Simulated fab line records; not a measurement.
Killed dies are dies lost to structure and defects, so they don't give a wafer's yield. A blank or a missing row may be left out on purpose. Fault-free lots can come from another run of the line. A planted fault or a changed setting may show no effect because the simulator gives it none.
fab line records	flow nandHarc
record: lots: 15	wafers: 45	lastDay: 33
route steps=1302 shown A_ONON_D2@546 A_CHANNEL_HOLE_D2@570
lots that met no fault: taken from a fault-free run of the same line
startH: start of the lot's first displayed wafer, in hours after the record's first day	waitH: hours from the lot's prior step to this one	" as in the row above	L1.1+2: a single row standing in for several wafers	- no value, or no start given	* or withheld: withheld	< > ~ a bound
route shown NAME@n: NAME is a module with steps in the file, n the number in the route of the first one	usual: mean and standard deviation over wafers with no fault	same: alike in all rows	chamber/n: place in a boat	sites: the reading at each site	_std_site: the values' standard deviation	_edge_site: inner sites' mean taken away from outer sites' mean	radiusMm: for every site, how far away it sits from the centre of the wafer	mask NAME#n: copy n	behind: the tool/chamber that last shaped the wafer	hold: why the lot was held/for how many hours/how that ended	device: names the non-switching transistor (n, p or np)	end of line: tests of these same wafers at the route's end	where a step has no rows: the recipe by itself	killed: dies lost to structure and defects at the first sort, not the wafer's yield	map: shows each die of a wafer: x if killed, . if not, _ if none is there
set.NAME: the setting the step ran with; set.NAME@STEP: the setting that earlier step ran with	model.NAME: the simulator's own value behind a step, which no gauge read
one table for each step of the route and one row for each wafer, over a sample of lots
services: a tool's chamber out of use, with start hour (startH, from the record's first day; less than 0 if before it), hours out, and reason
== steps ==
step: NHARC_A_ONON_D2_THK_MEAS_02
recipe: thkMeasGauge: ellipsometry
usual: thkNm: 1003/11
lot.wafer	tool	chamber	startH	waitH	thkNm
L796.2	filmMetro-01	-	272.07	-	990
L796.3	"	-	"	"	990
L796.6	"	-	"	"	990
L798.1	filmMetro-02	-	299.16	-	1009
L798.3	"	-	"	"	1007
L798.4	"	-	"	"	1008
L799.1	filmMetro-01	-	299.56	-	1003
L799.3	"	-	"	"	1003
L799.4	"	-	"	"	1005
L804.1	filmMetro-02	-	359.11	-	989
L804.4	"	-	"	"	991
L804.6	"	-	"	"	990
L806.1	filmMetro-01	-	378.34	-	1010
L806.2	"	-	"	"	1008
L806.6	"	-	"	"	1010
L809.3	filmMetro-01	-	426.14	-	997
L809.4	"	-	"	"	996
L809.5	"	-	"	"	995
L811.4	filmMetro-02	-	426.16	-	998
L811.5	"	-	"	"	997
L811.6	"	-	"	"	999
L810.1	filmMetro-01	-	426.29	-	1013
L810.3	"	-	"	"	1013
L810.4	"	-	"	"	1013
L812.1	filmMetro-01	-	439.67	-	1003
L812.3	"	-	"	"	1003
L812.6	"	-	"	"	1004
L813.1	filmMetro-01	-	450.07	-	990
L813.4	"	-	"	"	991
L813.5	"	-	"	"	990
L814.3	filmMetro-01	-	461.01	-	1007
L814.4	"	-	"	"	1008
L814.6	"	-	"	"	1007
L816.4	filmMetro-01	-	473.16	-	1003
L816.5	"	-	"	"	1005
L816.6	"	-	"	"	1004
L817.2	filmMetro-01	-	481.51	-	1012
L817.3	"	-	"	"	1011
L817.4	"	-	"	"	1010
L818.4	filmMetro-02	-	497.91	-	1016
L818.5	"	-	"	"	1015
L818.6	"	-	"	"	1015
L819.3	filmMetro-01	-	513.49	-	986
L819.4	"	-	"	"	984
L819.5	"	-	"	"	986
step: NHARC_A_ONON_D2_THK_MEAS_18
recipe: thkMeasGauge: ellipsometry
usual: thkNm: 999/7.3
lot.wafer	tool	chamber	startH	waitH	thkNm
L796.2	filmMetro-02	-	281.79	-	991
L796.3	"	-	"	"	991
L796.6	"	-	"	"	990
L798.1	filmMetro-02	-	308.77	-	988
L798.3	"	-	"	"	989
L798.4	"	-	"	"	988
L799.1	filmMetro-01	-	308.77	-	1002
L799.3	"	-	"	"	1001
L799.4	"	-	"	"	1003
L804.1	filmMetro-01	-	369.17	-	991
L804.4	"	-	"	"	994
L804.6	"	-	"	"	995
L806.1	filmMetro-01	-	391.60	-	1005
L806.2	"	-	"	"	1003
L806.6	"	-	"	"	1002
L811.4	filmMetro-02	-	436.43	-	1003
L811.5	"	-	"	"	1005
L811.6	"	-	"	"	1005
L810.1	filmMetro-01	-	436.43	-	1005
L810.3	"	-	"	"	1005
L810.4	"	-	"	"	1004
L809.3	filmMetro-02	-	436.43	-	1005
L809.4	"	-	"	"	1004
L809.5	"	-	"	"	1005
L812.1	filmMetro-01	-	450.00	-	988
L812.3	"	-	"	"	988
L812.6	"	-	"	"	989
L813.1	filmMetro-02	-	460.06	-	996
L813.4	"	-	"	"	996
L813.5	"	-	"	"	996
L814.3	filmMetro-02	-	470.64	-	1007
L814.4	"	-	"	"	1009
L814.6	"	-	"	"	1009
L817.2	filmMetro-02	-	490.61	-	1012
L817.3	"	-	"	"	1013
L817.4	"	-	"	"	1012
L816.4	filmMetro-02	-	490.62	-	1009
L816.5	"	-	"	"	1009
L816.6	"	-	"	"	1008
L818.4	filmMetro-01	-	507.58	-	1003
L818.5	"	-	"	"	1003
L818.6	"	-	"	"	1004
L819.3	filmMetro-02	-	524.24	-	998
L819.4	"	-	"	"	997
L819.5	"	-	"	"	998
step: NHARC_A_CHANNEL_HOLE_D2_DEP_00
recipe: targetThkA: 31000	tempC: 400	material: aC
usual: throttleValvePct: 35.000/0.0089
lot.wafer	tool	chamber	startH	waitH	throttleValvePct
L796.2	aclDep-03	0	285.39	0.8	34.989
L796.3	"	0	"	"	35.007
L796.6	"	0	"	"	34.997
L798.1	aclDep-02	0	314.59	3.0	35.017
L798.3	"	0	"	"	34.995
L798.4	"	0	"	"	34.994
L798.1	aclDep-02	0	318.32	3.4	34.997
L798.3	"	0	"	"	35.015
L798.4	"	0	"	"	35.014
L799.1	aclDep-03	0	314.70	3.1	35.002
L799.3	"	0	"	"	34.996
L799.4	"	0	"	"	34.985
L799.1	aclDep-03	0	316.83	1.8	35.006
L799.3	"	0	"	"	34.997
L799.4	"	0	"	"	35.003
L804.1	aclDep-01	0	372.58	0.6	34.998
L804.4	"	0	"	"	35.019
L804.6	"	0	"	"	34.992
L804.1	aclDep-03	0	374.69	1.8	34.995
L804.4	"	0	"	"	34.996
L804.6	"	0	"	"	35.002
L806.1	aclDep-02	0	398.27	3.9	34.993
L806.2	"	0	"	"	35.000
L806.6	"	0	399.85	5.4	34.991
L809.3	aclDep-03	0	439.92	0.7	35.010
L809.4	"	0	"	"	34.992
L809.5	"	0	"	"	34.990
L810.1	aclDep-02	0	440.75	1.5	34.988
L810.3	"	0	"	"	35.003
L810.4	"	0	"	"	35.001
L811.4	aclDep-01	0	440.89	1.7	34.982
L811.5	"	0	"	"	35.003
L811.6	"	0	"	"	35.001
L812.1	aclDep-02	0	452.87	0.1	34.996
L812.3	"	0	"	"	35.009
L812.6	"	0	"	"	35.000
L813.1	aclDep-03	0	463.11	0.1	35.001
L813.4	"	0	"	"	35.012
L813.5	"	0	"	"	35.015
L814.3	aclDep-03	0	474.14	0.7	34.984
L814.4	"	0	"	"	34.989
L814.6	"	0	"	"	34.999
L817.2	aclDep-01	0	496.42	2.9	34.999
L817.3	"	0	"	"	34.994
L817.4	"	0	"	"	35.015
L816.4	aclDep-02	0	497.26	3.6	34.995
L816.5	"	0	"	"	35.007
L816.6	"	0	"	"	34.997
L818.4	aclDep-01	0	511.42	1.0	35.010
L818.5	"	0	"	"	35.000
L818.6	"	0	"	"	34.990
L819.3	aclDep-01	0	527.73	0.7	35.005
L819.4	"	0	"	"	34.998
L819.5	"	0	"	"	35.006
step: NHARC_A_CHANNEL_HOLE_D2_ETCH_38
recipe: targetDepthA: 390	overEtchFrac: 0.3	timeS: 65	ionEnergyEv: 80	cf4FlowSccm: 150	arFlowSccm: 0	rfW: 300	biasW: 100	chemistry: CF4
usual: drypumpMotorCurrentA: 5.8/0.46	oesProductAu: 0.996/0.012	rfVppV: 151.7/1.1	showerheadPlenumPTorr: 1.80/0.06	throttleValvePct: 13.284/0.0091
lot.wafer	tool	chamber	startH	waitH	drypumpMotorCurrentA	oesProductAu	rfHoursCounterH	rfVppV	showerheadPlenumPTorr	throttleValvePct
L796.3	rieDiel-05	2	287.90	0.1	5.7	0.993	2.3	152.2	1.83	13.281
L796.2	"	0	"	"	5.3	1.003	2.1	151.3	1.67	13.278
L796.6	"	1	"	"	6.3	0.960	-	150.2	1.78	13.283
L799.4	rieDiel-05	3	319.65	0.1	6.3	0.992	2.9	151.4	1.74	13.278
L799.1	"	1	"	"	6.3	0.973	4.3	149.8	1.78	13.293
L799.3	"	2	"	"	5.7	1.000	4.0	152.6	1.83	13.295
L798.3	rieDiel-06	2	321.28	0.1	5.7	0.988	0.0	152.6	1.85	13.273
L798.1	"	0	"	"	5.7	1.002	0.0	151.5	1.82	13.285
L798.4	"	1	"	"	5.1	0.992	0.0	150.8	1.77	13.281
L804.1	rieDiel-06	3	377.97	0.1	6.5	0.998	3.7	149.7	1.74	13.285
L804.4	"	1	"	"	5.1	0.992	3.8	151.3	1.77	13.277
L804.6	"	3	"	"	6.5	1.004	-	151.3	1.74	13.288
L806.1	rieDiel-09	3	401.05	0.1	6.3	0.981	1.7	151.9	1.83	13.282
L806.2	"	2	"	"	5.1	1.006	1.9	150.6	1.77	13.286
L806.6	"	3	"	"	6.3	0.987	-	152.4	1.83	13.280
L809.4	rieDiel-06	3	442.08	0.1	6.5	0.990	5.7	150.2	1.74	13.289
L809.3	"	1	"	"	5.1	0.989	5.9	152.7	1.77	13.291
L809.5	"	3	"	"	6.5	0.989	-	150.4	1.74	13.279
L811.6	rieDiel-05	1	442.92	0.1	6.3	0.982	-	150.6	1.78	13.272
L811.5	"	2	"	"	5.8	0.979	-	152.8	1.82	13.275
L811.4	"	3	"	"	6.3	1.015	-	149.5	1.74	13.277
L810.1	rieDiel-09	0	443.72	0.1	5.7	1.018	5.5	149.7	1.89	13.303
L810.3	"	1	"	"	5.3	0.982	4.7	152.4	1.87	13.283
L810.4	"	3	"	"	6.2	0.997	-	152.3	1.83	13.290
L812.1	rieDiel-09	1	455.75	0.1	5.4	0.994	5.8	152.4	1.87	13.303
L812.3	"	2	"	"	5.1	0.992	6.6	151.6	1.77	13.263
L812.6	"	2	"	"	5.1	0.999	-	151.4	1.77	13.291
L813.4	rieDiel-09	1	465.95	0.1	5.3	0.982	6.6	153.3	1.87	13.279
L813.1	"	2	"	"	5.1	0.996	7.4	150.5	1.77	13.280
L813.5	"	3	"	"	6.2	0.991	-	151.7	1.83	13.271
L814.3	rieDiel-06	3	476.43	0.1	6.5	0.994	7.6	151.5	1.74	13.291
L814.4	"	0	"	"	5.7	1.020	7.2	153.0	1.82	13.293
L814.6	"	2	"	"	5.7	0.988	-	151.7	1.85	13.279
L817.3	rieDiel-05	0	498.90	0.1	5.3	1.000	2.8	150.4	1.67	13.277
L817.4	"	1	"	"	6.3	0.993	3.7	151.2	1.78	13.283
L817.2	"	2	"	"	5.7	0.993	4.3	151.3	1.82	13.298
L816.4	rieDiel-06	3	499.24	0.1	6.5	0.999	0.1	151.3	1.73	13.280
L816.6	"	0	"	"	5.7	1.015	-	150.6	1.81	13.293
L816.5	"	1	"	"	5.1	1.001	-	150.8	1.77	13.280
L818.4	rieDiel-06	1	513.40	0.1	5.1	0.999	1.2	151.8	1.77	13.280
L818.6	"	3	"	"	6.6	0.993	-	151.0	1.74	13.291
L818.5	"	0	"	"	5.7	1.008	-	151.2	1.81	13.285
L819.3	rieDiel-05	1	530.02	0.1	6.3	0.986	5.8	152.1	1.78	13.280
L819.4	"	2	"	"	5.7	1.012	-	151.1	1.82	13.299
L819.5	"	0	"	"	5.3	1.010	-	150.2	1.67	13.269
== services ==
tool	chamber	startH	hours	kind
rieDiel-06	0	262.21	-	clean
rieDiel-06	1	262.21	-	clean
rieDiel-09	0	283.24	9.7	repair
rieDiel-06	0	286.71	3.3	repair
rieDiel-06	1	291.09	17.1	repair
aclDep-02	-	293.47	2.9	repair
aclDep-03	-	301.70	13.0	pm
rieDiel-06	-	307.42	9.0	pm
rieDiel-09	-	320.10	9.0	pm
aclDep-01	-	374.46	13.0	pm
rieDiel-06	0	379.39	4.1	repair
rieDiel-09	2	391.55	5.6	repair
rieDiel-05	-	406.60	9.0	pm
rieDiel-09	1	414.16	1.9	repair
rieDiel-09	1	418.83	4.9	repair
aclDep-02	-	425.92	13.0	pm
rieDiel-05	2	430.25	1.6	repair
rieDiel-09	2	432.64	15.0	repair
rieDiel-05	0	440.43	9.0	repair
rieDiel-05	2	457.02	8.6	repair
rieDiel-06	-	484.42	9.0	pm
aclDep-03	-	484.50	13.0	pm
rieDiel-09	-	497.11	9.0	pm
rieDiel-05	3	519.12	15.0	repair
== key ==
firstSign: step: NHARC_A_CHANNEL_HOLE_D2_DEP_00	reading: visit	direction: added
effect none on later readings
metAt NHARC_A_CHANNEL_HOLE_D2_DEP_00
struckLots L798,L799,L804
laterRowsLeftOut L798.1,L798.3,L798.4,L799.1,L799.3,L799.4,L804.1,L804.4,L804.6
sortLeftOut L798.1,L798.3,L798.4,L799.1,L799.3,L799.4,L804.1,L804.4,L804.6
testerLeftOut L798,L799,L804
notActingAt NHARC_A_ONON_D2_THK_MEAS_02,NHARC_A_ONON_D2_THK_MEAS_18,NHARC_A_CHANNEL_HOLE_D2_ETCH_38
fault: kind: repeatedStepWhole	tool: aclDep-01,aclDep-02,aclDep-03	chamber: -	onsetH: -	steps: NHARC_A_CHANNEL_HOLE_D2_DEP_00	times: 1	scope: struckLotsOnly
testerLeftOut: of these lots the tester's yield and bins aren't shown, on N5 and GAA mostly nor the transistor test; their killed dies are dies lost to structure and defects alone, not to doping, threshold or leakage, so they don't give the yield
sortLeftOut: the simulated sort isn't trusted on such a fault, so these wafers' sort isn't shown, and their yield isn't known
laterRowsLeftOut: the simulator's readings of these wafers behind a module that went badly wrong aren't trusted and aren't shown, but for the sort
